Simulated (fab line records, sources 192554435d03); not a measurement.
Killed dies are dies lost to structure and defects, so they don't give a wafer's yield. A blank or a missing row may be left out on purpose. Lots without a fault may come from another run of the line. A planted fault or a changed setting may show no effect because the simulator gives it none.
Which tool did it? | flow n5_finfet | 11 lots, 33 wafers sampled, at 3 steps of a route of 1938

WHAT THE GAUGES READ, wafer by wafer
N5_BEOL_M13_CD_MEAS_10: target cd 190 nm.
lot  | measured     | on        | cd_nm (nm)
L611 | day 10 15:37 | cd_sem-01 | 190.1 189.0 190.2
L614 | day 11 06:30 | cd_sem-03 | 192.1 192.5 194.0
L618 | day 12 18:19 | cd_sem-01 | 189.1 189.4 190.7
L619 | day 13 02:11 | cd_sem-03 | 191.4 191.4 191.5
L622 | day 13 20:52 | cd_sem-02 | 192.2 189.6 192.0
L621 | day 13 23:04 | cd_sem-03 | 191.9 191.0 192.2
L623 | day 14 02:14 | cd_sem-01 | 191.0 191.6 188.7
L625 | day 14 08:29 | cd_sem-03 | 190.0 189.9 189.5
L627 | day 14 16:24 | cd_sem-02 | 192.1 191.3 192.0
L631 | day 15 15:55 | cd_sem-01 | 190.3 190.6 190.6
L633 | day 16 16:16 | cd_sem-01 | 191.6 192.4 194.7

N5_BEOL_M13_INSPECT_12: inspects for defects (macro).
lot  | measured     | on                | raw_defect_count
L611 | day 10 15:40 | defect_inspect-01 | 1 2 0
L614 | day 11 06:34 | defect_inspect-01 | 2 1 6
L618 | day 12 18:22 | defect_inspect-02 | 1 2 2
L619 | day 13 02:14 | defect_inspect-01 | 3 0 0
L622 | day 13 20:55 | defect_inspect-02 | 1 2 3
L621 | day 13 23:07 | defect_inspect-02 | 3 3 1
L623 | day 14 02:18 | defect_inspect-01 | 1 0 2
L625 | day 14 08:32 | defect_inspect-01 | 3 2 2
L627 | day 14 16:28 | defect_inspect-02 | 2 1 4
L631 | day 15 15:58 | defect_inspect-01 | 3 2 3
L633 | day 16 16:19 | defect_inspect-02 | 1 0 4

WHICH TOOL RAN EACH LOT (tool, then ch and the chambers of the sampled wafers, then the start)
lot  | N5_BEOL_M13_ILD_DEP_00
L611 | pecvd-03 ch 1,2, day 10 15:02
L614 | pecvd-03 ch 0,1, day 11 06:03
L618 | pecvd-01 ch 0,1,2, day 12 17:52
L619 | pecvd-03 ch 1,2, day 13 01:36
L622 | pecvd-04 ch 0,1, day 13 20:17
L621 | pecvd-04 ch 0,1,2, day 13 22:37
L623 | pecvd-04 ch 1,2, day 14 01:47
L625 | pecvd-03 ch 0,1, day 14 07:54
L627 | pecvd-03 ch 0,2, day 14 15:49
L631 | pecvd-03 ch 0,1,2, day 15 15:27
L633 | pecvd-03 ch 0,1,2, day 16 15:40
- N5_BEOL_M13_ILD_DEP_00: deposits SiOC from DEMS/O2, target thk 837.92 nm, time 166.4 s.

WHAT THE TOOLS THEMSELVES READ (means of the sampled wafers that have a number; where no wafer has one, the mark that the record gives instead)
N5_BEOL_M13_ILD_DEP_00.
lot  | tool     | heater_power_w (W) | showerhead_plenum_p_Torr (Torr) | throttle_valve_pct (%)
L611 | pecvd-03 | 496                | 5.697                           | 12.3
L614 | pecvd-03 | 499                | 5.684                           | 12.6
L618 | pecvd-01 | 541                | 5.706                           | 11.8
L619 | pecvd-03 | 494                | 5.699                           | 12.5
L622 | pecvd-04 | 601                | 5.704                           | 12.1
L621 | pecvd-04 | 601                | 5.709                           | 11.7
L623 | pecvd-04 | 608                | 5.705                           | 11.7
L625 | pecvd-03 | 499                | 5.696                           | 12.5
L627 | pecvd-03 | 357                | 5.677                           | 12.5
L631 | pecvd-03 | 398                | 5.695                           | 12.6
L633 | pecvd-03 | 433                | 5.681                           | 12.5

THE ANSWER, worked out from the rows above alone
Rule: what is usual is taken from the lots themselves. Put in order of their means at a reading, lots are off if they are a third of the lots or fewer, leave a main group of 4 or more, and stand apart from it by a gap of 3 or more times the standard deviation of the main group's means; of several such gaps the widest counts. A main group whose means are all the same, to the digits that the tables above print for the reading, isn't used. A lot without any number at a reading at which 4 lots or more have one is off too. The other lots that the step has rows for count as sound. The gauges are gone through in route order, then the tools' own readings, and for those a lot's mean is taken as printed above. The first step at which some lot is off is used, and at that step the reading that is off furthest; a lot without a number counts as furthest.
No lot is off at any reading shown: from this, nothing can be told.

WHAT THE SIMULATOR HAD PUT IN
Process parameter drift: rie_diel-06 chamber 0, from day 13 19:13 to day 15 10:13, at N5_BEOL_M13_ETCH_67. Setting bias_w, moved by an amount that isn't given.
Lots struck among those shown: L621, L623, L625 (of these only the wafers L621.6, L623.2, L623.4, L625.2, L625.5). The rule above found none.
